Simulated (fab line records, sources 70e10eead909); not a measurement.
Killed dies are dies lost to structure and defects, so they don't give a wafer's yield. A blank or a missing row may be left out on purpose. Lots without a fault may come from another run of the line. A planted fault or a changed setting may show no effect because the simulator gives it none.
Chamber matching | flow nand_harc | NHARC_A_STAIRCASE_TRIM_12 on rie_diel-06: 4 sister chambers
The step chemistry O2, time 211.2 s. 16 wafers are shown with their chamber, then 8 later ones without.

WAFERS WITH THEIR CHAMBER
wafer  | chamber | showerhead_plenum_p_Torr (Torr) | drypump_motor_current_A (A) | oes_product_au (a.u.)
L080.1 | 2       | 3.49                            | 5.3                         | 1.010
L080.2 | 0       | 3.46                            | 6.3                         | 1.004
L080.6 | 2       | 3.49                            | 5.2                         | 1.002
L084.2 | 3       | 3.69                            | 5.4                         | 1.001
L084.3 | 1       | 3.72                            | 5.4                         | 1.002
L084.6 | 2       | 3.49                            | 5.3                         | 1.001
L086.2 | 2       | 3.48                            | 5.3                         | 1.005
L086.4 | 1       | 3.71                            | 5.5                         | 1.011
L086.5 | 2       | 3.48                            | 5.3                         | 1.002
L087.1 | 2       | 3.48                            | 5.3                         | 1.003
L087.2 | 3       | 3.68                            | 5.4                         | 0.995
L087.3 | 1       | 3.71                            | 5.5                         | 1.003
L088.2 | 1       | 3.71                            | 5.5                         | 1.002
L088.5 | 0       | 3.45                            | 6.3                         | 0.997
L088.6 | 1       | 3.71                            | 5.5                         | 0.995
L089.1 | 3       | 3.68                            | 5.4                         | 0.996

SIGNATURES (means of the wafers above)
reading                  | chamber 0 | chamber 1 | chamber 2 | chamber 3 | scatter within a chamber
showerhead_plenum_p_Torr | 3.4550    | 3.7120    | 3.4850    | 3.6833    | 0.00537
drypump_motor_current_A  | 6.300     | 5.480     | 5.283     | 5.400     | 0.0369
oes_product_au           | 1.00050   | 1.00260   | 1.00383   | 0.99733   | 0.00437
Rule: a wafer's distance from a chamber is the root of the sum, over the readings, of the square of ((its reading less the chamber's mean) divided by the reading's scatter). The wafer belongs to the nearest chamber; if the next one is less than 2 further off, it can't be placed. The scatter: the root of (the sum of the squares of (reading less its chamber's mean) over the shown wafers, divided by (wafers less chambers)).

WAFERS WITHOUT THEIR CHAMBER
wafer  | showerhead_plenum_p_Torr (Torr) | drypump_motor_current_A (A) | oes_product_au (a.u.)
L089.4 | 3.45                            | 6.3                         | 0.997
L089.5 | 3.68                            | 5.4                         | 1.003
L091.1 | 3.70                            | 5.4                         | 0.998
L091.3 | 3.45                            | 6.3                         | 1.002
L091.5 | 3.48                            | 5.3                         | 0.998
L093.1 | 3.70                            | 5.5                         | 1.003
L093.2 | 3.68                            | 5.4                         | 0.987
L093.3 | 3.45                            | 6.3                         | 0.991

WHICH CHAMBER EACH WENT THROUGH
wafer  | from the rows above     | in truth
L089.4 | 0                       | 0
L089.5 | 3                       | 3
L091.1 | can't be placed: 3 or 1 | 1
L091.3 | 0                       | 0
L091.5 | 2                       | 2
L093.1 | 1                       | 1
L093.2 | 3                       | 3
L093.3 | 0                       | 0
Placed correctly: 7 of 8. Can't be placed from these rows: 1 (the true chamber is among the candidates in 1). Placed wrongly: 0.
